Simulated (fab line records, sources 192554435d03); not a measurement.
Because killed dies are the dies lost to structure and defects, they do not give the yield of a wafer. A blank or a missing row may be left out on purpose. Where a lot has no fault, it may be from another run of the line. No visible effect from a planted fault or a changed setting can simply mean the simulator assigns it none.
Chamber matching	flow n5-finfet	rie-diel-03 running N5_BEOL_M3_STRIP_36: 4 sister chambers
The step strips in N2/H2. 16 wafers are shown with their chamber, then 8 later ones without.

WAFERS PAIRED WITH THEIR CHAMBERS
wafer	chamber	showerhead-plenum-p-Torr (Torr)	drypump-motor-current-A (A)	throttle-valve-pct (%)
L076.1	2	2.71	6.2	23.7
L076.4	3	2.71	5.2	23.8
L076.6	0	2.55	6.1	23.1
L077.3	0	2.55	6.1	23.1
L077.5	0	2.55	6.1	23.1
L077.6	1	2.59	5.8	24.2
L079.2	0	2.55	6.2	23.1
L079.3	1	2.59	5.8	24.3
L079.4	3	2.71	5.2	23.8
L085.1	1	2.59	5.8	24.3
L085.2	2	2.70	6.2	23.8
L085.3	3	2.70	5.2	23.8
L090.2	3	2.70	5.2	23.8
L090.4	0	2.54	6.1	23.1
L090.5	3	2.70	5.1	23.8
L093.1	0	2.54	6.2	23.1

SIGNATURES (means of the wafers above)
reading	chamber 0	chamber 1	chamber 2	chamber 3	scatter within a chamber
showerhead-plenum-p-Torr	2.5467	2.5900	2.7050	2.7040	0.00503
drypump-motor-current-A	6.133	5.800	6.200	5.180	0.0422
throttle-valve-pct	23.100	24.267	23.750	23.800	0.0312
Rule: for each reading, subtract the chamber's mean from the wafer's reading, divide by that reading's scatter and square the result; add these up over the readings and take the root, which gives the wafer's distance from the chamber. If the next closest chamber is less than 2 further off than the closest, the wafer can't be placed; otherwise it belongs to the closest. The scatter: the root of (the sum of the squares of (reading less its chamber's mean) over the shown wafers, divided by (wafers less chambers)).

WAFERS WHOSE CHAMBER IS MISSING
wafer	showerhead-plenum-p-Torr (Torr)	drypump-motor-current-A (A)	throttle-valve-pct (%)
L093.5	2.70	5.2	23.8
L093.6	2.54	6.2	23.1
L095.2	2.58	5.8	23.9
L095.3	2.53	6.1	23.2
L095.5	2.69	5.2	23.8
L096.2	2.69	6.3	23.8
L096.3	2.69	5.2	23.8
L096.4	2.53	6.2	23.2

WHICH CHAMBER EACH WENT THROUGH
wafer	from the rows above	in truth
L093.5	3	3
L093.6	0	0
L095.2	1	1
L095.3	0	0
L095.5	3	3
L096.2	2	2
L096.3	3	3
L096.4	0	0
8 of 8 placed correctly. Left unplaced by these rows: 0. 0 placed wrongly.
